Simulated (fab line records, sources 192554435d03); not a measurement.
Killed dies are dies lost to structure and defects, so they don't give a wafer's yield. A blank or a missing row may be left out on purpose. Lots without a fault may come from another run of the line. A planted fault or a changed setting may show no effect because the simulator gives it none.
Which tool did it? | flow n5_finfet | 11 lots, 32 wafers sampled, at 1 step of a route of 1938

WHAT THE GAUGES READ, wafer by wafer
N5_BEOL_M15_CD_MEAS_17: target cd 360 nm. Usual: cd_nm 361.2 nm, standard deviation 1.6.
lot  | measured     | on        | cd_nm (nm)        | flag
L155 | day 12 02:34 | cd_sem-03 | 362.1 363.7 363.2 |
L157 | day 12 13:45 | cd_sem-02 | 360.7 360.4 360.1 |
L160 | day 13 01:49 | cd_sem-01 | 361.2 364.1 363.3 |
L158 | day 13 16:59 | cd_sem-02 | 362.3 363.1 361.4 |
L159 | day 13 17:08 | cd_sem-03 | 364.5 362.8 362.5 |
L161 | day 14 04:53 | cd_sem-02 | 361.4 362.9 363.4 |
L162 | day 14 21:59 | cd_sem-01 | 360.7 360.2 361.2 |
L168 | day 16 10:32 | cd_sem-01 | 362.1 362.1       |
L174 | day 17 13:10 | cd_sem-02 | 360.6 360.3 359.7 |
L176 | day 17 18:50 | cd_sem-03 | 363.0 360.2 362.2 |
L177 | day 18 13:38 | cd_sem-01 | 361.9 362.7 360.8 |

WHICH TOOL RAN EACH LOT (tool, then ch and the chambers of the sampled wafers, then the start)
The record holds no process step before these readings.

WHAT THE TOOLS THEMSELVES READ (means of the sampled wafers that have a number; where no wafer has one, the mark that the record gives instead)
The record holds no such reading with a usual standard deviation.

THE ANSWER, worked out from the rows above alone
Rule: a lot is off if the mean of its wafers that have a number lies more than 3 standard deviations from the usual mean. A lot without any number at a reading at which 4 lots or more have one is off too. The other lots that the step has rows for count as sound. The gauges are gone through in route order, then the tools' own readings, and for those a lot's mean is taken as printed above. The first step at which some lot is off is used, and at that step the reading that is off furthest; a lot without a number counts as furthest.
No lot is off at any reading shown: from this, nothing can be told.

WHAT THE SIMULATOR HAD PUT IN
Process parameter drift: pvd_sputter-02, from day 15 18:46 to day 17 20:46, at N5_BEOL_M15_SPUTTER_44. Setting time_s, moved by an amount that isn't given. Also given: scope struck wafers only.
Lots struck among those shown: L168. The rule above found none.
